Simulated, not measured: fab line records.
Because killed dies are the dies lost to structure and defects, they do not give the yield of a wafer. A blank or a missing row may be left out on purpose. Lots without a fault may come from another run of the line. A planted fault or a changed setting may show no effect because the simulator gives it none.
Struck lot and sound lot, side by side + flow nand harc + 42 out of 1159 route steps
Sound: the wafers L233.1, L233.5, L233.6. Struck: wafer L249.5. (L249.4, L249.6 of the same lot were not struck and are left out.) The cause comes at the end.
Per side, at each step with rows, come the tool, then ch with its chambers, and then its first start. Under that, the readings that differ: sound wafers + struck wafers + difference of the means + sigmas: that difference in standard deviations of wafers without a fault.
alike: readings with means less than 2 such deviations apart, plus words and numbers identical on both sides. not compared: withheld readings, readings lacking a value on some wafer, bounds such as >300 that could conceal the same value, and numbers that have no deviation in the record and whose values overlap.
A row with sigmas, a row that says differs or no value, or rows on one side alone: a step with any of these is where the two part. Numbers that have no deviation but don't overlap get no sigmas and don't part them. A reading missing from all wafers of one side parts the sides only when that side holds two or more wafers.

first, 2 steps without rows for these wafers: NHARC_A_CONTACT_ETCH_111 (etches the open film in C4F8/O2/Ar, time 140 s, target depth 700 nm); NHARC_A_CONTACT_ETCH_112 (etches the open film in C4F8/O2/Ar, time 94 s, target depth 922 nm).
NHARC_A_CONTACT_ETCH_113: etches the open film in C4F8/O2/Ar, time 94 s, target depth 922 nm.
  sound on har cap etch-03 ch 0,1, day 17 11:19; struck on har cap etch-02 ch 0, day 20 15:26
  alike: chamber pressure mTorr
  not compared: rf hours counter h
then, 1 step without rows for these wafers: NHARC_A_CONTACT_ETCH_114 (etches the open film in C4F8/O2/Ar, time 94 s, target depth 922 nm).
NHARC_A_CONTACT_ETCH_115: etches the open film in C4F8/O2/Ar, time 94 s, target depth 922 nm.
  sound on har cap etch-03 ch 0,1, day 17 11:29; struck on har cap etch-02 ch 0, day 20 15:37
  alike: chamber pressure mTorr
  not compared: rf hours counter h
then, 1 step without rows for these wafers: NHARC_A_CONTACT_ETCH_116 (etches the open film in C4F8/O2/Ar, time 94 s, target depth 922 nm).
NHARC_A_CONTACT_ETCH_117: etches the open film in C4F8/O2/Ar, time 94 s, target depth 922 nm.
  sound on har cap etch-03 ch 0,1, day 17 11:40; struck on har cap etch-02 ch 0, day 20 15:48
  alike: chamber pressure mTorr
  not compared: rf hours counter h
then, 4 steps without rows for these wafers: NHARC_A_CONTACT_ETCH_118 (etches the open film in C4F8/O2/Ar, time 94 s, target depth 922 nm); NHARC_A_CONTACT_ETCH_119 (etches the open film in C4F8/O2/Ar, time 94 s, target depth 922 nm); NHARC_A_CONTACT_ETCH_120 (etches the open film in C4F8/O2/Ar, time 94 s, target depth 922 nm); NHARC_A_CONTACT_ETCH_121 (etches the open film in C4F8/O2/Ar, time 94 s, target depth 922 nm).
NHARC_A_CONTACT_ETCH_122: etches the open film in C4F8/O2/Ar, time 95 s, target depth 930 nm.
  sound on har cap etch-03 ch 0,1, day 17 12:08; struck on har cap etch-02 ch 0, day 20 16:15
  alike: chamber pressure mTorr
  not compared: rf hours counter h
NHARC_A_CONTACT_ETCH_123: etches the open film in C4F8/O2/Ar, time 253 s, target depth 1090 nm.
  sound on har cap etch-03 ch 0,1, day 17 12:13; struck on har cap etch-02 ch 0, day 20 16:28
  alike: chamber pressure mTorr
  not compared: rf hours counter h
NHARC_A_CONTACT_ETCH_90: etches the open film in CH3F/O2, target depth 40 nm, time 85.7 s.
  sound on rie diel-12 ch 1,2, day 17 12:50; struck on rie diel-01 ch 0, day 20 16:57
| reading                        | sound                | struck | difference | sigmas |
|--------------------------------|----------------------|--------|------------|--------|
| chamber pressure mTorr (mTorr) | 25.016 25.023 25.022 | 24.968 | -0.052     | -2     |
  alike: drypump motor current A, oes product au, rf fwd power W, rf vpp V, showerhead plenum p Torr, throttle valve pct
  not compared: rf hours counter h
then, 1 step without rows for these wafers: NHARC_A_CONTACT_ETCH_96 (etches the open film in C4F6/O2, target depth 20 nm, time 10 s).
NHARC_A_CONTACT_CD_MEAS_53:
  struck on cd sem-02, day 20 17:08; sound on cd sem-01, day 17 13:02
  alike: cd nm
then, 18 steps without rows for these wafers: NHARC_A_CONTACT_STRIP_99 (strips in N2/H2); NHARC_A_CONTACT_STRIP_100 (strips in CF4/CHF3); NHARC_A_CONTACT_STRIP_101 (strips in O2/COS); NHARC_A_CONTACT_ETCH_102 (etches the open film in CF4/O2, target depth 70 nm, overetch 7 nm, time 38.5 s); NHARC_A_CONTACT_STRIP_55 (strips in O2); NHARC_A_CONTACT_STRIP_56 (strips in post etch residue remover, time 600 s); NHARC_A_CONTACT_DEP_57 (deposits aC, target thk 2800 nm); NHARC_A_CONTACT_DEP_58 (deposits SiON, target thk 60 nm); NHARC_A_CONTACT_DEHYDRATE_59 (time 120 s); NHARC_A_CONTACT_HMDS_60 (time 30 s); NHARC_A_CONTACT_COAT_61 (time 75 s); NHARC_A_CONTACT_COAT_62 (time 65 s); NHARC_A_CONTACT_COAT_63 (resist thk 90 nm); NHARC_A_CONTACT_SOFTBAKE_64 (time 55 s); NHARC_A_CONTACT_EBR_65; NHARC_A_CONTACT_EXPOSE_66 (exposes mask A CC 2); NHARC_A_CONTACT_PEB_67 (peb time 65 s); NHARC_A_CONTACT_DEVELOP_68 (develop time 35 s).
NHARC_A_CONTACT_CD_MEAS_69: the cd target is 200 nm.
  sound on cd sem-03 ch 0, day 17 16:28; struck on cd sem-03 ch 0, day 20 21:18
  alike: cd nm
NHARC_A_CONTACT_OVL_MEAS_70:
  struck on overlay-01, day 20 21:23; sound on overlay-01, day 17 16:33
  alike: overlay x nm, overlay y nm
then, 5 steps without rows for these wafers: NHARC_A_CONTACT_DESCUM_74 (chemistry O2, time 3 s); NHARC_A_CONTACT_ETCH_75 (etches the open film in CF4, target depth 39 nm, time 65 s); NHARC_A_CONTACT_ETCH_76 (etches the open film in N2/H2, target depth 260 nm, time 475.3 s); NHARC_A_CONTACT_ETCH_77 (etches the open film in CF4/CHF3, target depth 72.6 nm, time 36.3 s); NHARC_A_CONTACT_ETCH_78 (etches the open film in O2/COS, target depth 2800 nm, time 728 s).
-- record jumps: 3 days between struck wafers' starts before vs after; left off in module A_CONTACT, resumes in module END, first step shown is number 1159 of the route --
NHARC_END_SORT_01:
  sound on prober-02 ch 0, day 20 10:18; struck on prober-01 ch 0, day 23 11:11
| reading         | sound    | struck | difference | sigmas |
|-----------------|----------|--------|------------|--------|
| killed at array | 28 23 25 | 91     | +66        | +7     |
| killed dies     | 32 26 32 | 94     | +64        | +6     |
  alike: killed at other, killed at periphery, killed open, killed short

== WHERE THEY PART ==
Earliest at NHARC_A_CONTACT_ETCH_90; latest, in this record, at NHARC_END_SORT_01.

WHY: what had been put in by the simulator
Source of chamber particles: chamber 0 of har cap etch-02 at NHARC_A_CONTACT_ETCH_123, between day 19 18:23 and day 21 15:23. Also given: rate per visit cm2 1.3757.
